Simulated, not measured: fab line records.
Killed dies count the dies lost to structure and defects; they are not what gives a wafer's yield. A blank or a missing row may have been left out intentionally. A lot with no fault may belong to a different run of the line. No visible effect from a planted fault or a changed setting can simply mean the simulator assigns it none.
fab line records	flow n5_finfet
record: lots: 12	wafers: 36	last_day: 18
route steps=1938 shown BEOL_M5@1169 PASSIVATION@1936
lots untouched by any fault: they come from a run of this same line in which no faults occurred
start_h: start of the lot's first displayed wafer, in hours after the record's first day	wait_h: hours elapsed since this lot's preceding step	" identical to the entry in the row above	L1.1+2: one row covering several wafers at once	- no value, or no start given	* or withheld: withheld	< > ~ a bound
route shown NAME@n: NAME is a module with steps in the file, n the number in the route of the first one	usual: average and standard deviation across the fault-free wafers	same: alike in all rows	chamber/n: place in a boat	sites: the reading at each site	_std_site: standard deviation across them	_edge_site: inner sites' mean taken away from outer sites' mean	radius_mm: how far each site lies from the wafer's centre	mask NAME#n: copy n	behind: the most recent tool/chamber to have shaped the wafer	hold: why the lot was held/for how many hours/how that ended	device: the n, p or np transistor that did not switch	end of line: the route-end tests of the same wafers	where a step has no rows: the recipe by itself	killed: count of dies lost to structure and defects at first sort (not the wafer's yield)	map: a wafer's dies, marking killed ones x, the rest . and places with no die _
set.NAME: the setting as run; set.NAME@STEP: as run at that earlier step	model.NAME: the simulator's own value behind a step, which no gauge read
route steps across a sampled set of lots; one table per step, one row per wafer
services: a tool's chamber out of use, with start hour (start_h, from the record's first day; less than 0 if before it), hours out, and reason
== steps ==
step: N5_BEOL_M5_CURE_80
recipe: temp_c: 370	time_s: 120	ambient: DMADMS/He	material: SiCOH_lowk
usual: lamp_power_pct: 52.31/0.055	wafer_temp_C_max: 371.7/0.65
lot.wafer	tool	chamber	start_h	wait_h	lamp_power_pct	wafer_temp_C_max
L257.3	uv_cure-03	2	168.09	0.1	52.33	372.1
L257.5	"	2	"	"	52.35	372.2
L257.6	"	2	"	"	52.20	371.5
L259.1	uv_cure-02	2	178.95	0.0	52.34	373.0
L259.4	"	2	"	"	52.24	372.1
L259.6	"	2	"	"	52.29	372.9
L260.2	uv_cure-01	1	185.69	0.1	52.35	372.0
L260.3	"	1	"	"	52.31	371.4
L260.4	"	1	"	"	52.26	371.1
L261.3	uv_cure-01	0	194.13	0.1	52.29	371.3
L261.4	"	0	"	"	52.44	371.3
L261.6	"	0	"	"	52.29	371.6
L262.1	uv_cure-03	0	201.17	0.0	52.31	370.8
L262.4	"	0	"	"	52.32	371.2
L262.6	"	0	"	"	52.31	371.0
L263.1	uv_cure-02	0	210.98	0.3	52.29	372.2
L263.2	"	0	"	"	52.39	371.6
L263.3	"	0	"	"	52.23	371.3
L266.1	uv_cure-01	0	226.10	0.2	52.35	371.5
L266.3	"	0	"	"	52.41	371.6
L266.6	"	0	"	"	52.27	371.4
L267.1	uv_cure-02	1	226.19	0.0	52.21	370.6
L267.2	"	1	"	"	52.31	370.7
L267.5	"	1	"	"	52.35	370.8
L271.1	uv_cure-02	1	249.96	0.0	52.31	371.0
L271.2	"	1	"	"	52.30	372.0
L271.3	"	1	"	"	52.39	371.3
L275.2	uv_cure-02	0	296.89	0.1	52.34	372.2
L275.4	"	0	"	"	52.25	371.6
L275.6	"	0	"	"	52.24	372.0
L278.3	uv_cure-02	2	305.95	0.1	52.24	371.8
L278.5	"	2	"	"	52.35	372.0
L278.6	"	2	"	"	52.30	371.7
L279.2	uv_cure-02	0	308.51	0.1	52.37	371.8
L279.3	"	0	"	"	52.29	371.2
L279.5	"	0	"	"	52.34	371.5
step: N5_BEOL_M5_ANNEAL_82
recipe: temp_c: 400	time_s: 1800	ambient: vacuum
usual: heater_power_w: 828/82	susceptor_temp_C: 399.98/0.21
lot.wafer	tool	chamber	start_h	wait_h	heater_power_w	susceptor_temp_C
L257.3	pvd_sputter-03	-	170.40	0.0	882	400.04
L257.5	"	-	"	"	761	399.82
L257.6	"	-	"	"	876	399.96
L259.1	pvd_sputter-01	-	181.34	0.0	780	400.25
L259.4	"	-	"	"	596	399.41
L259.6	"	-	"	"	798	400.28
L260.2	pvd_sputter-03	-	188.29	0.0	761	399.98
L260.3	"	-	"	"	856	400.00
L260.4	"	-	"	"	877	400.17
L261.3	pvd_sputter-02	-	196.40	0.0	811	399.91
L261.4	"	-	"	"	976	400.15
L261.6	"	-	"	"	903	400.08
L262.1	pvd_sputter-03	-	203.53	0.0	874	399.72
L262.4	"	-	"	"	761	399.94
L262.6	"	-	"	"	867	400.00
L263.1	pvd_sputter-01	-	213.42	0.0	598	400.03
L263.2	"	-	"	"	784	400.00
L263.3	"	-	"	"	783	400.16
L266.1	pvd_sputter-02	-	228.64	0.0	859	399.97
L266.3	"	-	"	"	917	400.31
L266.6	"	-	"	"	802	399.71
L267.1	pvd_sputter-03	-	229.43	0.0	877	399.32
L267.2	"	-	"	"	854	399.81
L267.5	"	-	"	"	886	399.74
L271.1	pvd_sputter-03	-	252.76	0.0	870	400.12
L271.2	"	-	"	"	854	400.49
L271.3	"	-	"	"	880	400.02
L275.2	pvd_sputter-03	-	298.97	0.0	861	399.84
L275.4	"	-	"	"	753	400.02
L275.6	"	-	"	"	881	399.89
L278.3	pvd_sputter-03	-	308.97	0.0	887	400.08
L278.5	"	-	"	"	880	399.88
L278.6	"	-	"	"	883	400.27
L279.2	pvd_sputter-02	-	311.21	0.0	827	399.99
L279.3	"	-	"	"	922	399.99
L279.5	"	-	"	"	917	400.02
step: N5_BEOL_M5_ANNEAL_84
recipe: temp_c: 400	time_s: 1800	ambient: vacuum
usual: heater_power_w: 828/82	susceptor_temp_C: 400.01/0.23
lot.wafer	tool	chamber	start_h	wait_h	heater_power_w	susceptor_temp_C
L257.3	pvd_sputter-03	-	171.48	0.0	873	400.05
L257.5	"	-	"	"	758	400.33
L257.6	"	-	"	"	863	399.73
L259.1	pvd_sputter-01	-	182.42	0.0	759	399.94
L259.4	"	-	"	"	598	400.09
L259.6	"	-	"	"	784	400.16
L260.2	pvd_sputter-03	-	189.38	0.0	772	400.02
L260.3	"	-	"	"	859	399.86
L260.4	"	-	"	"	859	399.91
L261.3	pvd_sputter-02	-	197.48	0.0	846	399.54
L261.4	"	-	"	"	942	400.13
L261.6	"	-	"	"	929	400.07
L262.1	pvd_sputter-03	-	204.61	0.0	878	399.67
L262.4	"	-	"	"	744	399.77
L262.6	"	-	"	"	876	400.02
L263.1	pvd_sputter-01	-	214.51	0.0	598	399.92
L263.2	"	-	"	"	787	400.12
L263.3	"	-	"	"	784	400.26
L266.1	pvd_sputter-02	-	229.73	0.0	-	-
L266.3	"	-	"	"	-	-
L266.6	"	-	"	"	-	-
L267.1	pvd_sputter-03	-	230.52	0.0	-	-
L267.2	"	-	"	"	-	-
L267.5	"	-	"	"	-	-
L271.1	pvd_sputter-03	-	253.85	0.0	859	399.76
L271.2	"	-	"	"	863	399.78
L271.3	"	-	"	"	883	400.25
L275.2	pvd_sputter-03	-	300.05	0.0	883	400.09
L275.4	"	-	"	"	770	400.30
L275.6	"	-	"	"	882	400.12
L278.3	pvd_sputter-03	-	310.06	0.0	892	399.44
L278.5	"	-	"	"	881	399.86
L278.6	"	-	"	"	873	399.99
L279.2	pvd_sputter-02	-	312.30	0.0	836	400.23
L279.3	"	-	"	"	905	400.11
L279.5	"	-	"	"	944	399.91
step: N5_BEOL_M5_ANNEAL_89
recipe: temp_c: 400	time_s: 1800	ambient: vacuum
usual: heater_power_w: 828/82	susceptor_temp_C: 400.02/0.23
lot.wafer	tool	chamber	start_h	wait_h	heater_power_w	susceptor_temp_C
L257.3	pvd_sputter-03	-	172.57	0.0	883	400.04
L257.5	"	-	"	"	773	400.33
L257.6	"	-	"	"	868	399.68
L259.1	pvd_sputter-01	-	183.51	0.0	769	399.91
L259.4	"	-	"	"	601	399.94
L259.6	"	-	"	"	785	399.98
L260.2	pvd_sputter-03	-	190.47	0.0	757	400.29
L260.3	"	-	"	"	859	400.42
L260.4	"	-	"	"	891	399.79
L261.3	pvd_sputter-02	-	198.57	0.0	824	400.42
L261.4	"	-	"	"	927	400.33
L261.6	"	-	"	"	905	400.20
L262.1	pvd_sputter-03	-	205.70	0.0	877	400.21
L262.4	"	-	"	"	770	400.02
L262.6	"	-	"	"	854	399.90
L263.1	pvd_sputter-01	-	215.59	0.0	603	400.45
L263.2	"	-	"	"	803	400.09
L263.3	"	-	"	"	763	400.37
L266.1	pvd_sputter-02	-	230.81	0.0	862	400.30
L266.3	"	-	"	"	907	399.98
L266.6	"	-	"	"	836	399.77
L267.1	pvd_sputter-03	-	231.61	0.0	871	399.77
L267.2	"	-	"	"	864	399.87
L267.5	"	-	"	"	872	399.64
L271.1	pvd_sputter-03	-	254.94	0.0	849	399.99
L271.2	"	-	"	"	863	399.64
L271.3	"	-	"	"	884	399.94
L275.2	pvd_sputter-03	-	301.14	0.0	865	400.33
L275.4	"	-	"	"	759	400.20
L275.6	"	-	"	"	875	400.20
L278.3	pvd_sputter-03	-	311.15	0.0	874	400.29
L278.5	"	-	"	"	869	399.91
L278.6	"	-	"	"	877	400.07
L279.2	pvd_sputter-02	-	313.38	0.0	832	400.20
L279.3	"	-	"	"	927	400.23
L279.5	"	-	"	"	968	400.15
step: N5_PASSIVATION_PROBE_49
usual: defect_limited_yield: 91.2/1.6	killed_at_M0_to_M3: 34/11	killed_at_M4_up: 13/5.2	killed_at_contacts: 13/6.3	killed_at_front_end: 40/14	killed_at_other: 3.2/2.4	killed_dies: 104/19	killed_open: 69/14	killed_short: 32/7.5	sort_bin_5_function: 5.3/1.1	sort_bin_6_memory: 3.2/0.73	sort_bin_8_speed: 0.01/0.038	sort_n_pass: 1076/19	sort_yield_pct: 91.2/1.6
same: gross_dies: 1180	killed_at_back_side: 0	sort_bin_4_leakage[%]: 0
lot.wafer	tool	chamber	start_h	wait_h	defect_limited_yield[%]	killed_at_M0_to_M3	killed_at_M4_up	killed_at_contacts	killed_at_front_end	killed_at_other	killed_dies	killed_open	killed_short	sort_bin_5_function[%]	sort_bin_6_memory[%]	sort_bin_8_speed[%]	sort_n_pass	sort_yield_pct[%]
L257.3	prober-02	-	262.79	0.1	92.5	17	19	24	29	0	89	61	25	5.8	1.6	0	1091	92.5
L257.5	prober-02	-	262.89	0.2	93.2	23	9	20	26	2	80	47	32	3.8	2.7	0	1100	93.2
L257.6	prober-02	-	262.94	0.3	94.9	21	5	10	17	7	60	32	25	3.1	2.0	0	1120	94.9
L259.1	prober-02	-	264.15	0.0	91.9	26	19	12	38	0	95	64	28	5.3	2.7	0.08	1084	91.9
L259.4	prober-02	-	264.30	0.2	90.9	20	12	22	50	3	107	81	26	6.3	2.7	0	1073	90.9
L259.6	prober-02	-	264.40	0.3	93.6	16	18	13	26	3	76	53	20	3.6	2.6	0	1104	93.6
L260.2	prober-01	-	287.47	0.1	90.9	32	14	17	42	2	107	73	34	5.0	3.7	0	1073	90.9
L260.3	prober-01	-	287.52	0.1	90.8	43	18	21	26	1	109	79	29	5.3	3.7	0	1071	90.8
L260.4	prober-01	-	287.57	0.2	91.0	26	13	23	42	2	106	68	38	5.3	3.4	0	1074	91.0
L262.1	prober-02	-	292.63	0.0	90.6	38	7	9	49	8	111	74	36	5.7	3.3	0	1069	90.6
L262.4	prober-02	-	292.78	0.2	91.3	30	9	6	56	2	103	75	28	5.4	2.8	0	1077	91.3
L262.6	prober-02	-	292.88	0.3	91.6	29	20	2	47	1	99	69	23	4.7	3.5	0	1081	91.6
L261.3	prober-01	-	297.01	0.1	93.6	29	9	11	24	2	75	46	27	3.9	2.1	0.25	1102	93.4
L261.4	prober-01	-	297.06	0.2	93.0	25	8	17	31	2	83	54	28	3.8	3.0	0	1097	93.0
L261.6	prober-01	-	297.16	0.3	92.7	27	9	19	31	0	86	58	23	4.2	2.7	0	1094	92.7
L263.1	prober-01	-	314.94	0.0	90.4	41	11	12	37	12	113	70	32	5.8	3.1	0.08	1066	90.3
L263.2	prober-01	-	314.99	0.1	93.4	27	13	13	22	3	78	50	25	3.8	2.5	0	1102	93.4
L263.3	prober-01	-	315.04	0.1	91.3	40	13	17	28	5	103	65	36	5.3	3.1	0	1077	91.3
L266.1	prober-02	-	319.85	0.0	90.4	53	11	13	34	2	113	70	41	6.0	3.3	0	1067	90.4
L266.3	prober-02	-	319.95	0.1	92.4	26	12	23	28	1	90	60	27	4.6	2.9	0.08	1089	92.3
L266.6	prober-02	-	320.10	0.3	90.3	43	9	20	39	3	114	82	30	5.5	3.8	0	1066	90.3
L267.1	prober-02	-	328.90	0.0	89.5	30	12	18	60	4	124	82	40	6.3	4.1	0	1056	89.5
L267.2	prober-02	-	328.95	0.1	90.4	34	12	8	55	4	113	64	47	5.3	4.1	0.08	1066	90.3
L267.5	prober-02	-	329.10	0.2	90.2	37	11	15	48	5	116	76	39	5.8	3.6	0	1064	90.2
L271.1	prober-02	-	347.40	0.0	89.4	39	13	5	64	4	125	90	32	6.7	3.6	0	1055	89.4
L271.2	prober-02	-	347.45	0.1	86.9	49	5	7	88	5	154	99	53	7.8	5.1	0	1026	86.9
L271.3	prober-02	-	347.50	0.1	89.2	62	12	3	44	6	127	80	42	6.1	4.0	0	1053	89.2
L275.2	prober-01	-	393.39	0.1	88.3	47	13	27	48	3	138	90	44	6.4	4.6	0	1042	88.3
L275.4	prober-01	-	393.49	0.2	92.8	21	12	18	31	3	85	49	27	4.7	1.8	0	1095	92.8
L275.6	prober-01	-	393.59	0.3	94.2	20	10	17	21	1	69	50	18	3.1	2.5	0	1111	94.2
L278.3	prober-02	-	406.53	0.1	90.3	29	18	4	58	6	115	73	36	5.0	4.2	0	1065	90.3
L278.5	prober-02	-	406.63	0.2	93.9	30	12	3	27	0	72	43	29	3.9	2.0	0	1108	93.9
L278.6	prober-02	-	406.68	0.3	92.1	30	5	13	41	4	93	59	34	4.6	3.0	0	1087	92.1
L279.2	prober-02	-	421.61	0.1	91.9	25	18	16	34	3	96	69	24	4.1	3.4	0	1084	91.9
L279.3	prober-02	-	421.66	0.1	90.9	26	22	8	51	0	107	73	31	5.7	3.3	0	1073	90.9
L279.5	prober-02	-	421.76	0.2	90.5	32	19	2	59	0	112	69	40	5.6	3.4	0	1068	90.5
killed by level:class
L257.3 MOL_CONTACT_COAG:geometric_particle:open=17 FIN_SAQP:geometric_particle:short=8 BEOL_M3:geometric_particle:open=6 MOL_CONTACT_COAG:geometric_particle:short=6 FIN_SAQP:geometric_particle:open=5 DUMMY_GATE:geometric_particle:open=5 BEOL_M4:geometric_particle:open=5 ILD0:geometric_particle:open=4
L257.5 MOL_CONTACT_COAG:geometric_particle:open=18 FIN_SAQP:geometric_particle:short=7 DUMMY_GATE:geometric_particle:open=6 BEOL_M0_SAQP:geometric_particle:short=6 BEOL_M0_SAQP:geometric_particle:open=5 FIN_SAQP:geometric_particle:open=4 GATE_CUT:geometric_particle:short=3 BEOL_M3:geometric_particle:open=3
L257.6 BEOL_M0_SAQP:geometric_particle:short=7 MOL_CONTACT_COAG:geometric_particle:open=6 STI_FIN_REVEAL:geometric_particle:open=5 BEOL_M3:geometric_particle:open=5 STARTING-WAFER:geometric_particle:open=5 MOL_CONTACT_COAG:geometric_particle:short=4 PASS1_CAP:geometric_particle:short=4 BEOL_M0_SAQP:geometric_particle:open=3
L259.1 MOL_CONTACT_COAG:geometric_particle:open=11 FIN_SAQP:geometric_particle:short=9 FIN_SAQP:geometric_particle:open=7 DUMMY_GATE:geometric_particle:open=5 BEOL_M0_SAQP:geometric_particle:open=5 BEOL_M2:geometric_particle:open=5 BEOL_M4:geometric_particle:open=5 BEOL_M0:geometric_particle:open=4
L259.4 MOL_CONTACT_COAG:geometric_particle:open=18 FIN_SAQP:geometric_particle:open=12 BEOL_M2:geometric_particle:open=10 FIN_SAQP:geometric_particle:short=8 STI_FIN_REVEAL:geometric_particle:open=6 DUMMY_GATE:geometric_particle:open=5 STARTING-WAFER:geometric_particle:open=5 MOL_CONTACT_COAG:geometric_particle:short=4
L259.6 MOL_CONTACT_COAG:geometric_particle:open=11 BEOL_M4:geometric_particle:open=8 FIN_SAQP:geometric_particle:open=7 BEOL_M2:geometric_particle:open=7 STI_FIN_REVEAL:geometric_particle:open=6 BEOL_M5:geometric_particle:open=4 DUMMY_GATE:geometric_particle:short=3 BEOL_M0_SAQP:geometric_particle:short=3
L260.2 MOL_CONTACT_COAG:geometric_particle:open=12 BEOL_M2:geometric_particle:open=11 FIN_SAQP:geometric_particle:open=10 FIN_SAQP:geometric_particle:short=7 BEOL_M4:geometric_particle:open=6 BEOL_M0_SAQP:geometric_particle:open=6 STI_FIN_REVEAL:geometric_particle:open=5 MOL_CONTACT_COAG:geometric_particle:short=5
L260.3 MOL_CONTACT_COAG:geometric_particle:open=20 BEOL_M1:geometric_particle:open=12 BEOL_M0_SAQP:geometric_particle:open=12 BEOL_M0_SAQP:geometric_particle:short=8 STI_FIN_REVEAL:geometric_particle:open=5 BEOL_M4:geometric_particle:open=5 BEOL_M2:geometric_particle:open=4 FIN_SAQP:geometric_particle:short=3
L260.4 MOL_CONTACT_COAG:geometric_particle:open=20 FIN_SAQP:geometric_particle:open=8 BEOL_M2:geometric_particle:open=8 FIN_SAQP:geometric_particle:short=8 STI_FIN_REVEAL:geometric_particle:open=6 BEOL_M0_SAQP:geometric_particle:open=6 GATE_CUT:geometric_particle:short=5 STI_FIN_REVEAL:geometric_particle:short=4
L262.1 FIN_SAQP:geometric_particle:open=17 BEOL_M1:geometric_particle:open=9 BEOL_M3:geometric_particle:open=8 FIN_SAQP:geometric_particle:short=7 MOL_CONTACT_COAG:geometric_particle:open=6 STI_FIN_REVEAL:geometric_particle:open=5 BEOL_M0_SAQP:geometric_particle:short=5 BEOL_M0:geometric_particle:open=5
L262.4 FIN_SAQP:geometric_particle:open=13 FIN_SAQP:geometric_particle:short=10 STI_FIN_REVEAL:geometric_particle:open=9 BEOL_M1:geometric_particle:open=9 BEOL_M3:geometric_particle:open=7 BEOL_M0_SAQP:geometric_particle:open=7 MOL_CONTACT_COAG:geometric_particle:open=4 BEOL_M5:geometric_particle:open=4
L262.6 STI_FIN_REVEAL:geometric_particle:open=12 BEOL_M3:geometric_particle:open=10 FIN_SAQP:geometric_particle:open=9 FIN_SAQP:geometric_particle:short=7 STARTING-WAFER:geometric_particle:open=7 BEOL_M1:geometric_particle:open=6 BEOL_M2:geometric_particle:open=5 DUMMY_GATE:geometric_particle:open=3
L261.3 STI_FIN_REVEAL:geometric_particle:open=13 BEOL_M0_SAQP:geometric_particle:short=8 MOL_CONTACT_COAG:geometric_particle:open=6 MOL_CONTACT_COAG:geometric_particle:short=5 BEOL_M0:geometric_particle:open=5 STI_FIN_REVEAL:geometric_particle:short=4 BEOL_M0_SAQP:geometric_particle:open=4 BEOL_M2:geometric_particle:open=3
L261.4 MOL_CONTACT_COAG:geometric_particle:open=14 BEOL_M0_SAQP:geometric_particle:open=6 ILD0:geometric_particle:open=5 FIN_SAQP:geometric_particle:open=4 BEOL_M0_SAQP:geometric_particle:short=4 BEOL_M3:geometric_particle:short=4 BEOL_M3:geometric_particle:open=4 STARTING-WAFER:geometric_particle:short=4
L261.6 MOL_CONTACT_COAG:geometric_particle:open=16 BEOL_M3:geometric_particle:open=13 STI_FIN_REVEAL:geometric_particle:open=9 BEOL_M0_SAQP:geometric_particle:short=6 FIN_SAQP:geometric_particle:short=4 GATE_CUT:geometric_particle:short=4 MOL_CONTACT_COAG:geometric_particle:short=3 BEOL_M0_SAQP:geometric_particle:open=3
L263.1 STI_FIN_REVEAL:geometric_particle:open=10 MOL_CONTACT_COAG:geometric_particle:open=10 BEOL_M0_SAQP:geometric_particle:open=9 BEOL_M3:geometric_particle:open=9 BEOL_M2:geometric_particle:open=8 FIN_SAQP:geometric_particle:open=6 BEOL_M0_SAQP:geometric_particle:short=5 HKMG_FIN:area_etch=5
L263.2 MOL_CONTACT_COAG:geometric_particle:open=10 BEOL_M2:geometric_particle:open=9 FIN_SAQP:geometric_particle:open=7 BEOL_M4:geometric_particle:short=6 BEOL_M0_SAQP:geometric_particle:open=4 DUMMY_GATE:geometric_particle:open=3 GATE_CUT:geometric_particle:open=3 MOL_CONTACT_COAG:geometric_particle:short=3
L263.3 MOL_CONTACT_COAG:geometric_particle:open=14 BEOL_M0_SAQP:geometric_particle:short=13 STI_FIN_REVEAL:geometric_particle:open=8 BEOL_M2:geometric_particle:open=7 BEOL_M0_SAQP:geometric_particle:open=6 BEOL_M3:geometric_particle:open=5 BEOL_M5:geometric_particle:open=5 GATE_CUT:geometric_particle:short=4
L266.1 BEOL_M1:geometric_particle:open=11 BEOL_M2:geometric_particle:open=10 MOL_CONTACT_COAG:geometric_particle:open=9 FIN_SAQP:geometric_particle:open=7 BEOL_M2:geometric_particle:short=6 DUMMY_GATE:geometric_particle:open=5 BEOL_M0_SAQP:geometric_particle:open=5 BEOL_M3:geometric_particle:open=5
L266.3 MOL_CONTACT_COAG:geometric_particle:open=15 BEOL_M2:geometric_particle:open=9 MOL_CONTACT_COAG:geometric_particle:short=8 BEOL_M4:geometric_particle:open=6 FIN_SAQP:geometric_particle:open=5 GATE_CUT:geometric_particle:open=4 GATE_CUT:geometric_particle:short=4 BEOL_M0_SAQP:geometric_particle:short=4
L266.6 BEOL_M2:geometric_particle:open=16 MOL_CONTACT_COAG:geometric_particle:open=13 STI_FIN_REVEAL:geometric_particle:open=9 BEOL_M0:geometric_particle:open=9 GATE_CUT:geometric_particle:short=7 MOL_CONTACT_COAG:geometric_particle:short=7 BEOL_M1:geometric_particle:open=6 BEOL_M3:geometric_particle:open=6
L267.1 FIN_SAQP:geometric_particle:open=23 BEOL_M2:geometric_particle:open=16 MOL_CONTACT_COAG:geometric_particle:open=13 FIN_SAQP:geometric_particle:short=11 MOL_CONTACT_COAG:geometric_particle:short=5 STI_FIN_REVEAL:geometric_particle:open=4 BEOL_M4:geometric_particle:open=4 DUMMY_GATE:geometric_particle:open=3
L267.2 FIN_SAQP:geometric_particle:short=23 FIN_SAQP:geometric_particle:open=11 BEOL_M2:geometric_particle:open=10 MOL_CONTACT_COAG:geometric_particle:open=7 BEOL_M0_SAQP:geometric_particle:open=7 BEOL_M0_SAQP:geometric_particle:short=4 BEOL_M3:geometric_particle:short=4 BEOL_M5:geometric_particle:open=4
L267.5 MOL_CONTACT_COAG:geometric_particle:open=14 FIN_SAQP:geometric_particle:short=10 BEOL_M0_SAQP:geometric_particle:open=9 BEOL_M0_SAQP:geometric_particle:short=8 GATE_CUT:geometric_particle:short=7 FIN_SAQP:geometric_particle:open=6 BEOL_M2:geometric_particle:open=6 BEOL_M4:geometric_particle:open=6
L271.1 FIN_SAQP:geometric_particle:open=22 BEOL_M0_SAQP:geometric_particle:open=14 STI_FIN_REVEAL:geometric_particle:open=11 BEOL_M3:geometric_particle:open=9 GATE_CUT:geometric_particle:short=7 BEOL_M0_SAQP:geometric_particle:short=6 MOL_CONTACT_COAG:geometric_particle:open=5 ILD0:geometric_particle:open=5
L271.2 STI_FIN_REVEAL:geometric_particle:open=31 FIN_SAQP:geometric_particle:open=15 FIN_SAQP:geometric_particle:short=14 BEOL_M0_SAQP:geometric_particle:open=13 BEOL_M0_SAQP:geometric_particle:short=13 BEOL_M2:geometric_particle:open=10 STI_FIN_REVEAL:geometric_particle:short=7 BEOL_M1:geometric_particle:open=6
L271.3 BEOL_M0_SAQP:geometric_particle:short=21 BEOL_M0_SAQP:geometric_particle:open=19 FIN_SAQP:geometric_particle:open=10 STI_FIN_REVEAL:geometric_particle:open=10 BEOL_M4:geometric_particle:open=9 BEOL_M2:geometric_particle:open=8 FIN_SAQP:geometric_particle:short=5 BEOL_M1:geometric_particle:open=4
L275.2 MOL_CONTACT_COAG:geometric_particle:open=20 FIN_SAQP:geometric_particle:short=13 BEOL_M3:geometric_particle:open=11 FIN_SAQP:geometric_particle:open=8 STI_FIN_REVEAL:geometric_particle:open=7 MOL_CONTACT_COAG:geometric_particle:short=7 BEOL_M0_SAQP:geometric_particle:short=7 BEOL_M0_SAQP:geometric_particle:open=6
L275.4 MOL_CONTACT_COAG:geometric_particle:open=15 HKMG_FIN:area_etch=6 BEOL_M4:geometric_particle:open=5 DUMMY_GATE:geometric_particle:open=4 BEOL_M2:geometric_particle:short=4 BEOL_M3:geometric_particle:open=4 STI_FIN_REVEAL:geometric_particle:open=3 SDB:geometric_particle:short=3
L275.6 MOL_CONTACT_COAG:geometric_particle:open=13 BEOL_M1:geometric_particle:open=8 STI_FIN_REVEAL:geometric_particle:open=4 MOL_CONTACT_COAG:geometric_particle:short=4 BEOL_M0_SAQP:geometric_particle:open=4 FIN_SAQP:geometric_particle:open=3 GATE_CUT:geometric_particle:short=3 BEOL_M4:geometric_particle:open=3
L278.3 FIN_SAQP:geometric_particle:open=15 DUMMY_GATE:geometric_particle:open=12 BEOL_M3:geometric_particle:open=11 FIN_SAQP:geometric_particle:short=9 GATE_CUT:geometric_particle:short=6 MOL_CONTACT_COAG:geometric_particle:open=4 BEOL_M0_SAQP:geometric_particle:short=4 BEOL_M0_SAQP:geometric_particle:open=4
L278.5 BEOL_M3:geometric_particle:open=10 FIN_SAQP:geometric_particle:short=9 BEOL_M3:geometric_particle:short=6 FIN_SAQP:geometric_particle:open=5 BEOL_M0_SAQP:geometric_particle:short=5 STARTING-WAFER:geometric_particle:open=5 BEOL_M1:geometric_particle:open=4 MOL_CONTACT_COAG:geometric_particle:open=3
L278.6 MOL_CONTACT_COAG:geometric_particle:open=13 FIN_SAQP:geometric_particle:open=11 FIN_SAQP:geometric_particle:short=10 BEOL_M3:geometric_particle:open=7 GATE_CUT:geometric_particle:short=5 DUMMY_GATE:geometric_particle:open=4 BEOL_M1:geometric_particle:open=4 BEOL_M2:geometric_particle:open=4
L279.2 MOL_CONTACT_COAG:geometric_particle:open=14 STI_FIN_REVEAL:geometric_particle:open=12 BEOL_M4:geometric_particle:open=7 BEOL_M0_SAQP:geometric_particle:short=6 FIN_SAQP:geometric_particle:open=5 BEOL_M0_SAQP:geometric_particle:open=5 GATE_CUT:geometric_particle:open=4 BEOL_M0:geometric_particle:open=4
L279.3 FIN_SAQP:geometric_particle:open=23 BEOL_M4:geometric_particle:open=9 STI_FIN_REVEAL:geometric_particle:open=6 MOL_CONTACT_COAG:geometric_particle:open=6 BEOL_M0_SAQP:geometric_particle:short=5 BEOL_M0_SAQP:geometric_particle:open=5 BEOL_M1:geometric_particle:open=4 BEOL_M4:geometric_particle:short=4
L279.5 FIN_SAQP:geometric_particle:open=15 STI_FIN_REVEAL:geometric_particle:open=14 FIN_SAQP:geometric_particle:short=11 BEOL_M0_SAQP:geometric_particle:open=9 BEOL_M4:geometric_particle:open=9 BEOL_M0_SAQP:geometric_particle:short=4 GATE_CUT:geometric_particle:open=4 GATE_CUT:geometric_particle:short=4
== services ==
tool	chamber	start_h	hours	kind
uv_cure-02	-	181.11	2.1	pm
uv_cure-02	-	187.43	5.1	repair
uv_cure-01	-	201.01	7.5	pm
uv_cure-03	-	217.24	7.5	pm
uv_cure-02	-	241.18	2.8	pm
uv_cure-01	-	241.66	2.1	pm
uv_cure-01	-	261.58	15.1	repair
uv_cure-01	-	296.75	2.6	repair
== key ==
first_sign: step: N5_BEOL_M5_ANNEAL_84	reading: tool_record	direction: missing
effect none on later readings
met_at N5_BEOL_M5_ANNEAL_84
struck_lots L266,L267
not_acting_at N5_BEOL_M5_CURE_80,N5_BEOL_M5_ANNEAL_82,N5_BEOL_M5_ANNEAL_89
onset_between 204.61 229.73
fault: kind: skipped_step_whole	tool: pvd_sputter-02,pvd_sputter-03	chamber: -	onset_h: 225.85	steps: N5_BEOL_M5_ANNEAL_84	scope: struck_lots_only
